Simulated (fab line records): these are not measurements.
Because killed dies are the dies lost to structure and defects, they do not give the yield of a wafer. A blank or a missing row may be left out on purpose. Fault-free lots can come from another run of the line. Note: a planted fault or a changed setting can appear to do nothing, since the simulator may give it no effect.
A struck lot beside a sound one :: flow n5Finfet :: 36 out of 1938 route steps
Sound: wafers L610.2, L610.4, L610.5. Wafers L613.1, L613.3, L613.5 were the ones struck. The cause comes at the end.
Per side, at each step with rows, come the tool, then ch with its chambers, and then its first start. Under that, the readings that differ: sound wafers :: struck wafers :: difference of the means :: sigmas: that difference in standard deviations of wafers without a fault.
alike: a reading whose means differ by less than 2 such deviations, as well as words and numbers matching on both sides. not compared: withheld readings; readings where some wafer has no value; bounds like >300 that might hide an equal value; numbers whose values overlap and for which the record gives no deviation.
A row with sigmas, a row that says differs or no value, or rows on one side alone: a step with any of these is where the two part. Numbers that don't overlap but have no deviation are shown without sigmas and don't part them. Lack of a reading on every wafer of one side parts them only where that side has two or more wafers.

first, 9 steps without rows for these wafers: N5_STI_FIN_REVEAL_PRECLEAN_18 (cleans in SC2, time 45 s); N5_STI_FIN_REVEAL_SRD_28 (time 30 s); N5_DUMMY_GATE_PRECLEAN_00 (cleans in O3/DIW, time 60 s); N5_DUMMY_GATE_SRD_01 (time 30 s); N5_DUMMY_GATE_ALD_02 (deposits SiO2, target thk 2 nm, pulse time 1 s); N5_DUMMY_GATE_CVD_03 (deposits a-Si from SiH4, target thk 150 nm, time 8042 s); N5_DUMMY_GATE_PRECLEAN_46 (cleans in DIW, time 89.5 s); N5_DUMMY_GATE_SRD_47 (dry time 32 s); N5_DUMMY_GATE_CMP_04 (polishes a-Si).
N5_DUMMY_GATE_HM_DEP_06: deposits SiNx from DCS/NH3, target thk 80 nm, time 5141 s.
  sound on lpcvd-01 ch 1/20,1/29,1/34, day 5 04:52; struck on lpcvd-01 ch 1/15,1/25,1/34, day 6 00:11
reading: model.SiNx_of_DUMMY_GATE_HM_DEP_06.thkNm (nm)
sound: 80.6 80 81
struck: 42 42.8 42.6
difference: -38
sigmas: 
  alike: spikeTcCentreC, spikeTcUpperC, zonePowerLowerPct
then, 24 steps without rows for these wafers: N5_DUMMY_GATE_PECVD_30 (deposits SiO2 from TEOS/O2, target thk 55 nm, time 10.8 s); N5_DUMMY_GATE_COAT_34 (time 60 s, resist thk 60 nm); N5_DUMMY_GATE_COAT_35 (time 60 s, resist thk 10 nm); N5_DUMMY_GATE_COAT_28 (time 60 s, resist thk 10 nm); N5_DUMMY_GATE_COAT_09 (resist thk 30 nm); N5_DUMMY_GATE_EBR_11; N5_DUMMY_GATE_SOFTBAKE_10 (time 60 s); N5_DUMMY_GATE_EXPOSE_12 (exposes mask GATE, target cd 25 nm); N5_DUMMY_GATE_PEB_13 (peb time 60 s); N5_DUMMY_GATE_DEVELOP_14 (develop time 30 s); N5_DUMMY_GATE_DESCUM_20 (chemistry O2, time 6.2 s); N5_DUMMY_GATE_ETCH_29 (etches underlayer in N2/H2, target depth 13 nm); N5_DUMMY_GATE_ETCH_36 (etches SiARC in CF4, target depth 13 nm); N5_DUMMY_GATE_ETCH_37 (etches SOC in N2/H2, target depth 60 nm, overetch 30 nm); N5_DUMMY_GATE_STRIP_38 (strips in N2/H2); N5_DUMMY_GATE_STRIP_39 (strips in N2/H2); N5_DUMMY_GATE_TRIM_49 (chemistry O2, time 29 s, target cd 14 nm); N5_DUMMY_GATE_STRIP_40 (strips in CF4); N5_DUMMY_GATE_ETCH_31 (etches SiO2 in C4F6/O2, target depth 82.5 nm, time 27.5 s); N5_DUMMY_GATE_STRIP_41 (strips in O2); N5_DUMMY_GATE_HM_OPEN_21 (chemistry CH3F/O2, target SiNx, target depth 120 nm, time 171.4 s); N5_DUMMY_GATE_ETCH_32 (etches SiO2 in CF4, target depth 3.5 nm, time 3.9 s); N5_DUMMY_GATE_ETCH_23 (etches poly-Si in HBr/Cl2/O2, target depth 41 nm, time 22.3 s); N5_DUMMY_GATE_ETCH_44 (etches poly-Si in HBr/O2, stops on SiO2, target depth 127.5 nm).
N5_ILD0_CMP_03: polishes, stops on SiNx, t overpolish 1.9 s, target thk 197.38 nm.
  sound on cmp-03 ch 0,1, day 5 23:05; struck on cmp-02 ch 0,3, day 6 19:41
reading: model.SiNx_of_DUMMY_GATE_HM_DEP_06.thkNm (nm)
sound: 77.6 77 78
struck: 39 39.8 39.4
difference: -38
sigmas: 
  alike: motorCurrentA, overpolishRunS, timeToEndpointS
N5_PASSIVATION_PROBE_49:
  the record has rows for the sound wafers here (prober-02, day 14 07:54) and none for the struck ones

== WHERE THEY PART ==
Only at N5_PASSIVATION_PROBE_49, within this record.

WHY: what the simulator had put in
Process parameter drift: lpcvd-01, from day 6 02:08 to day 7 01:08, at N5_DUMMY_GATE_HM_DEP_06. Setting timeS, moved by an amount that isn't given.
